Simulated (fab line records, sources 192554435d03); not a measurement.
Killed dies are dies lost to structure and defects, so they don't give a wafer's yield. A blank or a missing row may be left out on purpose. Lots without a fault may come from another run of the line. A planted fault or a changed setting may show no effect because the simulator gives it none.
fab line records | flow n5_finfet
record lots=6 wafers=18 last_day=17
route steps=1938 shown BEOL_M14@1725 PASSIVATION@1936
lots that met no fault: from a run of the same line without faults
start_h: hours from the record's first day to the start of the lot's first wafer shown | wait_h: hours since the lot's step before | " the same as in the row above | L1.1+2: a row that stands for several wafers | - no value, or no start given | * or withheld: withheld | < > ~ a bound
route shown NAME@n: a module of which the file shows steps, and the number in the route of the first | usual: mean/standard deviation of fault-free wafers | same: alike in all rows | chamber/n: place in a boat | sites: the reading at each site | _std_site: their standard deviation | _edge_site: outer sites' mean less inner sites' | radius_mm: how far each site lies from the wafer's centre | mask NAME#n: copy n | behind: the tool/chamber that last shaped the wafer | hold: why the lot was held/for how many hours/how that ended | device: the transistor (n, p or np) that didn't switch | end of line: the same wafers' tests at the end of the route | a step without rows: its recipe alone | killed: dies lost to structure and defects at the first sort, not the wafer's yield | map: a wafer's dies, x killed, . not, _ none there
set.NAME: the setting as run; set.NAME@STEP: as run at that earlier step | model.NAME: the simulator's own value behind a step, which no gauge read
lots at some steps of the route; a table a step, a row a wafer
services: from which hour (start_h, from the record's first day; less than 0 if before it) a tool's chamber was out of use, for how many hours, and why
## steps
# step N5_BEOL_M14_HARDBAKE_14
# recipe temp_c=130 time_s=120
# step N5_BEOL_M14_CD_MEAS_10
# recipe target_cd_nm=250 landing_energy_ev=500 detector=se_inlens polarity=opening
# usual cd_nm=250.1/2.3
# same landing_energy_ev=500
# columns lot.wafer tool chamber start_h wait_h cd_nm
L412.1 cd_sem-03 0 257.88 - 253.3
L412.3 " 0 " " 253.3
L412.4 " 0 " " 252.8
L422.3 cd_sem-02 0 306.70 - 250.3
L422.4 " 0 " " 251.0
L422.6 " 0 " " 251.0
L423.1 cd_sem-01 0 324.42 - 249.6
L423.2 " 0 " " 248.7
L423.6 " 0 " " 249.3
L425.2 cd_sem-03 0 329.22 - 250.9
L425.3 " 0 " " 247.6
L425.5 " 0 " " 247.8
L427.1 cd_sem-01 0 338.57 - 253.3
L427.3 " 0 " " 251.7
L427.5 " 0 " " 250.4
L434.1 cd_sem-01 0 379.17 - 252.7
L434.4 " 0 " " 253.4
L434.6 " 0 " " 254.8
# step N5_BEOL_M14_OVL_MEAS_11
# recipe points_per_wafer=44
# usual V13_OVL=-1/5.2
# columns lot.wafer tool chamber start_h wait_h V13_OVL[nm]
L412.1 overlay-02 0 257.91 0.0 1
L412.3 " 0 " " 3
L412.4 " 0 " " 13
L422.3 overlay-02 0 306.72 0.0 -12
L422.4 " 0 " " -10
L422.6 " 0 " " -12
L423.1 overlay-01 0 324.46 0.0 2
L423.2 " 0 " " 0
L423.6 " 0 " " 2
L425.2 overlay-01 0 329.25 0.0 -6
L425.3 " 0 " " 0
L425.5 " 0 " " -7
L427.1 overlay-01 0 338.63 0.1 -5
L427.3 " 0 " " -9
L427.5 " 0 " " -9
L434.1 overlay-01 0 379.20 0.0 3
L434.4 " 0 " " 1
L434.6 " 0 " " 5
# step N5_BEOL_M14_INSPECT_12
# recipe mode=adi inspect_instrument=macro
# usual raw_defect_count=2.2/1.5
# columns lot.wafer tool chamber start_h wait_h raw_defect_count
L412.1 defect_inspect-02 - 257.94 0.0 4
L412.3 " - " " 2
L412.4 " - " " 0
L422.3 defect_inspect-01 - 306.75 0.0 1
L422.4 " - " " 2
L422.6 " - " " 0
L423.1 defect_inspect-02 - 324.48 0.0 4
L423.2 " - " " 0
L423.6 " - " " 2
L425.2 defect_inspect-01 - 329.28 0.0 4
L425.3 " - " " 2
L425.5 " - " " 4
L427.1 defect_inspect-01 - 338.65 0.0 2
L427.3 " - " " 4
L427.5 " - " " 6
L434.1 defect_inspect-01 - 379.22 0.0 4
L434.4 " - " " 4
L434.6 " - " " 2
# step N5_BEOL_M14_DESCUM_15
# recipe chemistry=O2 time_s=7.9 source_power_w=50 bias_power_w=20 pressure_mtorr=20 rf_frequency_hz=2.712e+07 temp_c=40 o2_flow_sccm=225
# usual chamber_pressure_mTorr=20.001/0.029 drypump_motor_current_A=5.6/0.39 oes_product_au=0.80/0.083 rf_vpp_V=242.7/1.2 showerhead_plenum_p_Torr=2.05/0.057 throttle_valve_pct=20.28/0.22
# columns lot.wafer tool chamber start_h wait_h chamber_pressure_mTorr drypump_motor_current_A oes_product_au rf_hours_counter_h rf_vpp_V showerhead_plenum_p_Torr throttle_valve_pct
L412.1 rie_diel-04 1 258.47 0.5 19.987 5.4 0.85 60 241.9 2.04 20.40
L412.3 " 3 " " 19.999 4.9 0.75 182 242.1 1.98 20.34
L412.4 " 2 " " 20.019 5.5 0.81 - 242.3 2.03 20.21
L422.3 rie_diel-04 3 306.78 0.0 19.999 5.0 0.74 202 241.8 1.97 20.35
L422.4 " 0 " " 19.999 6.1 0.96 9 242.2 2.03 20.08
L422.6 " 0 " " 20.006 6.1 0.96 - 243.3 2.03 20.09
L423.1 rie_diel-04 0 324.51 0.0 19.992 6.0 0.95 14 240.5 2.03 20.08
L423.2 " 1 " " 20.000 5.4 0.82 85 241.6 2.03 20.42
L423.6 " 0 " " 19.994 6.1 0.95 - 242.7 2.03 20.10
L425.2 rie_diel-04 3 329.31 0.0 20.024 4.9 0.73 210 241.1 1.97 20.37
L425.3 " 2 " " 19.982 5.5 0.77 116 241.9 2.02 20.23
L425.5 " 3 " " 19.992 4.9 0.72 - 241.4 1.97 20.37
L427.1 rie_diel-03 0 338.69 0.0 20.008 6.4 0.67 244 243.4 2.05 20.55
L427.3 " 1 " " 20.012 5.1 0.79 68 243.1 2.12 20.33
L427.5 " 0 " " 20.035 6.4 0.67 - 242.4 2.05 20.53
L434.1 rie_diel-04 2 379.53 0.3 20.000 5.5 0.76 133 241.0 2.02 20.26
L434.4 " 1 " " 20.021 5.4 0.79 107 242.0 2.02 20.48
L434.6 " 2 " " 19.986 5.5 0.75 - 241.9 2.02 20.26
# step N5_BEOL_M14_ETCH_59
# recipe chemistry=N2/H2 target=BARC target_depth_a=890 overetch_a=267 time_s=67.9 ion_energy_ev=200 pressure_mtorr=30 source_w=840 bias_w=150 n2_flow_sccm=200 h2_flow_sccm=200
# usual chamber_pressure_mTorr=30.00/0.03 drypump_motor_current_A=5.6/0.39 oes_product_au=0.69/0.068 rf_vpp_V=522.7/2.1 showerhead_plenum_p_Torr=2.50/0.064 throttle_valve_pct=17.73/0.27
# columns lot.wafer tool chamber start_h wait_h chamber_pressure_mTorr drypump_motor_current_A oes_product_au rf_hours_counter_h rf_vpp_V showerhead_plenum_p_Torr throttle_valve_pct
L412.1 rie_diel-04 1 258.51 0.0 29.94 5.4 0.72 60 522.1 2.47 17.87
L412.3 " 3 " " 29.95 4.9 0.65 182 519.7 2.45 18.07
L412.4 " 2 " " 30.00 5.5 0.67 - 521.3 2.44 17.37
L422.3 rie_diel-04 3 306.82 0.0 30.00 4.9 0.63 202 520.6 2.44 18.11
L422.4 " 0 " " 30.03 6.1 0.82 9 522.7 2.46 17.40
L422.6 " 0 " " 29.98 6.1 0.82 - 524.1 2.46 17.41
L423.1 rie_diel-04 0 324.55 0.0 30.01 6.1 0.79 14 522.6 2.46 17.43
L423.2 " 1 " " 30.01 5.4 0.69 85 521.9 2.46 17.91
L423.6 " 0 " " 29.98 6.1 0.80 - 523.8 2.46 17.42
L425.2 rie_diel-04 3 329.34 0.0 30.03 5.0 0.63 210 520.3 2.44 18.11
L425.3 " 2 " " 30.04 5.5 0.64 116 521.3 2.43 17.40
L425.5 " 3 " " 29.99 5.0 0.63 - 521.2 2.44 18.11
L427.1 rie_diel-03 0 338.72 0.0 30.05 6.4 0.58 244 523.1 2.49 18.00
L427.3 " 1 " " 30.01 5.1 0.70 68 524.6 2.56 17.81
L427.5 " 0 " " 29.99 6.4 0.59 - 522.2 2.49 17.98
L434.1 rie_diel-04 2 379.56 0.0 30.05 5.5 0.63 133 520.8 2.43 17.47
L434.4 " 1 " " 30.07 5.4 0.68 107 521.0 2.45 17.95
L434.6 " 2 " " 30.00 5.5 0.64 - 520.8 2.43 17.45
# step N5_BEOL_M14_VIA_ETCH_16
# recipe chemistry=C4F8/O2/Ar target=SiO2 he_inner_torr=15 he_outer_torr=30 target_depth_a=12313 time_s=withheld ion_energy_ev=800 pressure_mtorr=20 source_w=1905 bias_w=2040 Ar_flow_sccm=400 C4F8_flow_sccm=16 O2_flow_sccm=12 ends=cleared
# usual chamber_pressure_mTorr=20.001/0.019 drypump_motor_current_A=5.6/0.39 oes_product_au=0.73/0.076 rf_vpp_V=2195/38 showerhead_plenum_p_Torr=3.38/0.09 throttle_valve_pct=30.68/0.22
# columns lot.wafer tool chamber start_h wait_h chamber_pressure_mTorr drypump_motor_current_A oes_product_au rf_vpp_V showerhead_plenum_p_Torr throttle_valve_pct
L412.1 rie_diel-04 1 258.56 0.0 20.013 5.4 0.77 2216 3.32 30.62
L412.3 " 3 " " 19.978 5.0 0.68 2157 3.29 30.81
L412.4 " 2 " " 19.990 5.5 0.72 2216 3.32 30.41
L422.3 rie_diel-04 3 306.87 0.0 20.016 4.9 0.65 2158 3.28 30.83
L422.4 " 0 " " 20.024 6.1 0.88 2233 3.35 30.59
L422.6 " 0 " " 19.971 6.1 0.86 2236 3.35 30.59
L423.1 rie_diel-04 0 324.60 0.0 19.988 6.1 0.85 2235 3.35 30.61
L423.2 " 1 " " 19.997 5.4 0.73 2215 3.31 30.64
L423.6 " 0 " " 19.982 6.0 0.86 2234 3.35 30.60
L425.2 rie_diel-04 3 329.40 0.0 20.009 4.9 0.65 2157 3.28 30.83
L425.3 " 2 " " 19.998 5.5 0.69 2215 3.31 30.47
L425.5 " 3 " " 19.970 4.9 0.66 2160 3.28 30.84
L427.1 rie_diel-03 0 338.77 0.0 19.998 6.4 0.62 2153 3.40 31.06
L427.3 " 1 " " 20.003 5.1 0.74 2111 3.48 30.88
L427.5 " 0 " " 19.999 6.4 0.62 2154 3.40 31.06
L434.1 rie_diel-04 2 379.61 0.0 19.977 5.5 0.67 2215 3.30 30.45
L434.4 " 1 " " 19.997 5.4 0.72 2214 3.30 30.68
L434.6 " 2 " " 20.018 5.5 0.67 2214 3.30 30.44
# step N5_BEOL_M14_STRIP_63
# recipe chemistry=O2 power_w=600 temp_c=60 pressure_mtorr=30 rf_frequency_hz=6e+07 bias_power_w=0 overash_fraction=0.3 o2_flow_sccm=225
# usual chamber_pressure_mTorr=30.00/0.054 drypump_motor_current_A=5.6/0.39 oes_product_au=0.81/0.082 rf_vpp_V=3.7/0.86 showerhead_plenum_p_Torr=2.05/0.057 throttle_valve_pct=16.55/0.23
# columns lot.wafer tool chamber start_h wait_h chamber_pressure_mTorr drypump_motor_current_A oes_product_au rf_hours_counter_h rf_vpp_V showerhead_plenum_p_Torr throttle_valve_pct
L412.1 rie_diel-04 1 - - 30.09 5.4 0.85 60 3.0 2.04 16.61
L412.3 " 3 " " 30.00 4.9 0.76 183 3.5 1.98 16.70
L412.4 " 2 " " 29.97 5.5 0.80 - 4.4 2.04 16.47
L422.3 rie_diel-04 3 - - 29.94 4.9 0.72 202 4.8 1.97 16.69
L422.4 " 0 " " 29.97 6.1 0.96 9 4.0 2.03 16.32
L422.6 " 0 " " 30.10 6.0 0.95 - 4.2 2.03 16.29
L423.1 rie_diel-04 0 - - 29.97 6.0 0.94 15 4.5 2.03 16.34
L423.2 " 1 " " 30.14 5.4 0.82 85 2.8 2.03 16.67
L423.6 " 0 " " 30.01 6.1 0.93 - 4.0 2.03 16.31
L425.2 rie_diel-04 3 - - 30.00 4.9 0.72 210 3.3 1.97 16.72
L425.3 " 2 " " 30.05 5.5 0.78 116 4.4 2.03 16.49
L425.5 " 3 " " 29.99 4.9 0.72 - 1.3 1.97 16.70
L427.1 rie_diel-03 0 - - 30.00 6.4 0.69 244 3.3 2.05 16.89
L427.3 " 1 " " 29.96 5.1 0.81 68 4.2 2.12 16.57
L427.5 " 0 " " 29.98 6.4 0.69 - 2.6 2.05 16.86
L434.1 rie_diel-04 2 - - 29.98 5.5 0.76 133 2.4 2.02 16.48
L434.4 " 1 " " 30.01 5.4 0.80 107 4.7 2.03 16.72
L434.6 " 2 " " 30.07 5.5 0.74 - 6.4 2.02 16.53
# step N5_BEOL_M14_STRIP_64
# recipe chemistry=O2 power_w=600 temp_c=60 pressure_mtorr=30 rf_frequency_hz=6e+07 bias_power_w=0 overash_fraction=0.3 o2_flow_sccm=225
# usual chamber_pressure_mTorr=30.000/0.024 drypump_motor_current_A=5.6/0.39 oes_product_au=0.81/0.083 rf_vpp_V=3.6/0.52 showerhead_plenum_p_Torr=2.05/0.057 throttle_valve_pct=16.55/0.23
# columns lot.wafer tool chamber start_h wait_h chamber_pressure_mTorr drypump_motor_current_A oes_product_au rf_hours_counter_h rf_vpp_V showerhead_plenum_p_Torr throttle_valve_pct
L412.1 rie_diel-04 1 - - 30.008 5.4 0.84 60 2.9 2.04 16.61
L412.3 " 3 " " 29.945 4.9 0.74 183 3.1 1.98 16.66
L412.4 " 2 " " 30.050 5.5 0.80 - 2.9 2.04 16.47
L422.3 rie_diel-04 3 - - 29.982 4.9 0.74 202 3.6 1.97 16.69
L422.4 " 0 " " 30.001 6.0 0.95 9 3.1 2.03 16.32
L422.6 " 0 " " 29.991 6.0 0.96 - 3.9 2.03 16.33
L423.1 rie_diel-04 0 - - 30.006 6.1 0.93 15 4.5 2.03 16.33
L423.2 " 1 " " 30.028 5.4 0.82 85 3.5 2.03 16.65
L423.6 " 0 " " 29.938 6.1 0.94 - 3.6 2.03 16.32
L425.2 rie_diel-04 3 - - 29.939 4.9 0.73 210 4.1 1.97 16.73
L425.3 " 2 " " 29.985 5.5 0.78 117 3.4 2.03 16.51
L425.5 " 3 " " 29.987 5.0 0.73 - 4.2 1.97 16.71
L427.1 rie_diel-03 0 - - 30.007 6.4 0.67 244 4.2 2.05 16.88
L427.3 " 1 " " 29.966 5.1 0.81 68 3.8 2.12 16.59
L427.5 " 0 " " 29.981 6.4 0.68 - 2.9 2.05 16.87
L434.1 rie_diel-04 2 - - 29.990 5.5 0.76 133 3.1 2.02 16.55
L434.4 " 1 " " 29.990 5.4 0.79 107 3.6 2.03 16.72
L434.6 " 2 " " 29.989 5.5 0.75 - 3.8 2.02 16.54
# step N5_BEOL_M14_STRIP_71
# recipe chemistry=post_etch_residue_remover time_s=60 temp_c=25 remover_ph=withheld remover_water_wt_pct=withheld remover_fluoride_wt_pct=withheld
# step N5_BEOL_M14_SRD_72
# recipe time_s=30 temp_c=23 rinse_liquid=diw dry=n2_spin spin_rpm=1500 dry_time_s=30
# step N5_BEOL_M14_CD_MEAS_17
# recipe target_cd_nm=250 polarity=opening
# usual cd_nm=250.9/2.5
# columns lot.wafer tool chamber start_h wait_h cd_nm
L412.1 cd_sem-02 - 258.91 0.0 255.3
L412.3 " - " " 254.2
L412.4 " - " " 251.4
L422.3 cd_sem-01 - 307.22 0.0 252.4
L422.4 " - " " 250.7
L422.6 " - " " 251.8
L423.1 cd_sem-02 - 324.95 0.0 249.3
L423.2 " - " " 249.0
L423.6 " - " " 248.3
L425.2 cd_sem-01 - 329.75 0.0 250.6
L425.3 " - " " 248.4
L425.5 " - " " 248.6
L427.1 cd_sem-01 - 339.13 0.0 253.6
L427.3 " - " " 251.6
L427.5 " - " " 250.3
L434.1 cd_sem-01 - 379.96 0.0 253.0
L434.4 " - " " 253.0
L434.6 " - " " 254.1
# step N5_BEOL_M14_COAT_65
# recipe resist=SOC temp_c=250 time_s=60 spin_rpm=1500 resist_thk_nm=450
# usual heater_power_total_W=500.5/1.8 plate_temp_C=249.97/0.18 resist_line_temp_C=23.01/0.091
# columns lot.wafer tool chamber start_h wait_h heater_power_total_W plate_temp_C resist_line_temp_C
L412.1 litho_track-04 0 258.95 0.0 502.8 249.89 23.04
L412.3 " 0 " " 501.4 249.90 23.05
L412.4 " 0 " " 497.5 249.69 23.09
L422.3 litho_track-03 0 307.25 0.0 500.4 250.14 23.15
L422.4 " 0 " " 500.3 250.12 23.04
L422.6 " 0 " " 502.1 250.15 23.09
L423.1 litho_track-03 0 324.98 0.0 501.5 249.78 23.03
L423.2 " 0 " " 500.7 250.06 23.06
L423.6 " 0 " " 503.3 249.86 22.97
L425.2 litho_track-04 0 329.78 0.0 487.7 244.08 23.02
L425.3 " 0 " " 485.0 244.07 22.92
L425.5 " 0 " " 485.9 244.14 23.04
L427.1 litho_track-04 0 339.16 0.0 484.1 244.51 23.01
L427.3 " 0 " " 487.3 244.65 23.15
L427.5 " 0 " " 488.4 244.60 23.11
L434.1 litho_track-01 0 380.00 0.0 499.4 250.08 22.99
L434.4 " 0 " " 500.8 250.07 22.96
L434.6 " 0 " " 498.5 249.82 22.93
# step N5_BEOL_M14_COAT_66
# recipe resist=SiARC temp_c=220 time_s=60 spin_rpm=1500 resist_thk_nm=110
# step N5_PASSIVATION_PROBE_49
# usual defect_limited_yield=91.1/1.4 killed_at_M0_to_M3=36/9.9 killed_at_M4_up=13/5.8 killed_at_contacts=14/5.9 killed_at_front_end=39/11 killed_at_other=3.4/2.9 killed_dies=105/17 killed_open=70/13 killed_short=34/7.3 sort_bin_5_function=5.3/1 sort_bin_6_memory=3.3/0.62 sort_bin_8_speed=0.01/0.057 sort_n_pass=1075/17 sort_yield_pct=91.1/1.4
# same gross_dies=1180 killed_at_back_side=0 sort_bin_4_leakage[%]=0
# columns lot.wafer tool chamber start_h wait_h defect_limited_yield[%] killed_at_M0_to_M3 killed_at_M4_up killed_at_contacts killed_at_front_end killed_at_other killed_dies killed_open killed_short sort_bin_5_function[%] sort_bin_6_memory[%] sort_bin_8_speed[%] sort_n_pass sort_yield_pct[%]
L412.1 prober-02 - 292.01 0.0 90.7 31 22 11 43 3 110 75 35 5.5 3.6 0 1070 90.7
L412.3 prober-02 - 292.11 0.1 91.6 23 21 9 43 3 99 69 28 4.3 4.0 0 1081 91.6
L412.4 prober-02 - 292.16 0.2 89.7 46 15 16 44 1 122 75 39 5.3 4.1 0 1058 89.7
L425.2 prober-02 - 353.28 0.1 90.0 55 5 17 38 3 118 78 38 5.5 4.3 0 1062 90.0
L425.3 prober-02 - 353.33 0.2 90.2 46 17 16 37 0 116 79 36 6.5 3.0 0 1064 90.2
L425.5 prober-02 - 353.43 0.3 90.4 38 17 23 34 1 113 70 41 5.4 4.1 0 1067 90.4
L427.1 prober-01 - 363.18 0.0 92.9 28 6 8 34 8 84 56 28 4.2 2.7 0 1096 92.9
L427.3 prober-01 - 363.28 0.1 89.6 47 5 17 51 3 123 86 37 6.0 4.1 0 1057 89.6
L427.5 prober-01 - 363.38 0.2 93.5 24 8 14 30 1 77 54 23 4.0 2.2 0 1103 93.5
L434.1 prober-02 - 404.74 0.0 92.4 28 3 21 35 3 90 59 29 5.2 2.4 0 1090 92.4
L434.4 prober-02 - 404.89 0.2 91.7 32 7 11 45 3 98 56 42 5.1 2.8 0 1082 91.7
L434.6 prober-02 - 404.99 0.3 90.6 24 24 26 33 4 111 79 30 5.9 3.2 0 1069 90.6
# killed by level:class
L412.1 FIN_SAQP:geometric_particle:open=14 BEOL_M0_SAQP:geometric_particle:open=10 FIN_SAQP:geometric_particle:short=9 BEOL_M4:geometric_particle:open=9 BEOL_M3:geometric_particle:open=9 BEOL_M0_SAQP:geometric_particle:short=8 MOL_CONTACT_COAG:geometric_particle:open=7 GATE_CUT:geometric_particle:short=5
L412.3 FIN_SAQP:geometric_particle:open=10 BEOL_M0_SAQP:geometric_particle:open=10 MOL_CONTACT_COAG:geometric_particle:open=8 BEOL_M0_SAQP:geometric_particle:short=7 DUMMY_GATE:geometric_particle:open=6 STI_FIN_REVEAL:geometric_particle:open=5 BEOL_M3:geometric_particle:open=5 BEOL_M4:geometric_particle:open=5
L412.4 BEOL_M0_SAQP:geometric_particle:open=18 MOL_CONTACT_COAG:geometric_particle:open=15 BEOL_M0_SAQP:geometric_particle:short=13 BEOL_M4:geometric_particle:open=8 HKMG_FIN:area_etch=7 FIN_SAQP:geometric_particle:short=6 STI_FIN_REVEAL:geometric_particle:open=5 BEOL_M3:geometric_particle:open=5
L425.2 BEOL_M3:geometric_particle:open=13 FIN_SAQP:geometric_particle:open=11 BEOL_M1:geometric_particle:open=11 FIN_SAQP:geometric_particle:short=10 MOL_CONTACT_COAG:geometric_particle:open=10 MOL_CONTACT_COAG:geometric_particle:short=7 BEOL_M0_SAQP:geometric_particle:open=7 BEOL_M0_SAQP:geometric_particle:short=7
L425.3 MOL_CONTACT_COAG:geometric_particle:open=14 BEOL_M0_SAQP:geometric_particle:open=13 FIN_SAQP:geometric_particle:open=10 BEOL_M0_SAQP:geometric_particle:short=7 BEOL_M2:geometric_particle:open=6 BEOL_M3:geometric_particle:open=6 FIN_SAQP:geometric_particle:short=5 STI_FIN_REVEAL:geometric_particle:open=5
L425.5 MOL_CONTACT_COAG:geometric_particle:open=16 BEOL_M0_SAQP:geometric_particle:short=11 FIN_SAQP:geometric_particle:open=9 MOL_CONTACT_COAG:geometric_particle:short=7 BEOL_M0:geometric_particle:open=7 BEOL_M1:geometric_particle:open=6 FIN_SAQP:geometric_particle:short=5 BEOL_M2:geometric_particle:open=5
L427.1 BEOL_M2:geometric_particle:open=12 STI_FIN_REVEAL:geometric_particle:open=5 DUMMY_GATE:geometric_particle:open=5 MOL_CONTACT_COAG:geometric_particle:open=5 BEOL_M0_SAQP:geometric_particle:open=5 BEOL_M1:geometric_particle:open=5 ILD0:geometric_particle:short=4 STARTING-WAFER:geometric_particle:open=4
L427.3 MOL_CONTACT_COAG:geometric_particle:open=15 STI_FIN_REVEAL:geometric_particle:open=14 BEOL_M0_SAQP:geometric_particle:open=12 BEOL_M0_SAQP:geometric_particle:short=12 DUMMY_GATE:geometric_particle:open=9 FIN_SAQP:geometric_particle:open=7 BEOL_M2:geometric_particle:open=6 BEOL_M0:geometric_particle:open=5
L427.5 MOL_CONTACT_COAG:geometric_particle:open=12 FIN_SAQP:geometric_particle:short=6 BEOL_M0_SAQP:geometric_particle:open=6 BEOL_M1:geometric_particle:open=6 STI_FIN_REVEAL:geometric_particle:open=5 BEOL_M0_SAQP:geometric_particle:short=5 FIN_SAQP:geometric_particle:open=4 DUMMY_GATE:geometric_particle:open=3
L434.1 MOL_CONTACT_COAG:geometric_particle:open=19 BEOL_M0_SAQP:geometric_particle:short=11 FIN_SAQP:geometric_particle:short=8 STI_FIN_REVEAL:geometric_particle:open=6 BEOL_M0_SAQP:geometric_particle:open=6 FIN_SAQP:geometric_particle:open=5 DUMMY_GATE:geometric_particle:open=5 GATE_CUT:geometric_particle:short=3
L434.4 FIN_SAQP:geometric_particle:short=14 FIN_SAQP:geometric_particle:open=12 MOL_CONTACT_COAG:geometric_particle:open=8 BEOL_M0_SAQP:geometric_particle:open=8 BEOL_M0_SAQP:geometric_particle:short=6 STI_FIN_REVEAL:geometric_particle:open=5 BEOL_M3:geometric_particle:short=5 BEOL_M3:geometric_particle:open=4
L434.6 MOL_CONTACT_COAG:geometric_particle:open=21 STI_FIN_REVEAL:geometric_particle:open=11 FIN_SAQP:geometric_particle:open=6 BEOL_M5:geometric_particle:open=6 FIN_SAQP:geometric_particle:short=5 MOL_CONTACT_COAG:geometric_particle:short=5 BEOL_M2:geometric_particle:open=5 BEOL_M4:geometric_particle:open=5
## services
# columns tool chamber start_h hours kind
rie_diel-03 3 234.65 - clean
rie_diel-03 3 234.65 - consumable_replace:focus_ring
rie_diel-03 3 234.65 20.9 scheduled_down
rie_diel-03 3 234.65 20.9 vent_cycle
rie_diel-04 0 251.90 - clean
rie_diel-04 0 251.90 - consumable_replace:focus_ring
rie_diel-04 0 251.90 31.1 scheduled_down
rie_diel-04 0 251.90 31.1 vent_cycle
rie_diel-03 0 357.48 - clean
rie_diel-03 0 357.48 - consumable_replace:focus_ring
rie_diel-03 0 357.48 17.5 scheduled_down
rie_diel-03 0 357.48 17.5 vent_cycle
rie_diel-03 1 362.98 15.7 repair
rie_diel-03 - 375.35 15.6 pm
## key
first_sign step=N5_BEOL_M14_COAT_65 reading=plate_temp_C direction=down sigmas=32 usual=* struck=*
effect step=N5_BEOL_M14_COAT_65 reading=heater_power_total_W direction=down sigmas=7.7 usual=* struck=*
met_at N5_BEOL_M14_COAT_65
struck_wafers L425.2,L425.3,L425.5,L427.1,L427.3,L427.5
onset_between 258.95 329.78
fault kind=process_parameter_drift tool=litho_track-04 chamber=- onset_h=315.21 steps=N5_BEOL_M14_COAT_65 channel=temp_c offset=* shape=step end_h=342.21 acts_in=* stated=*
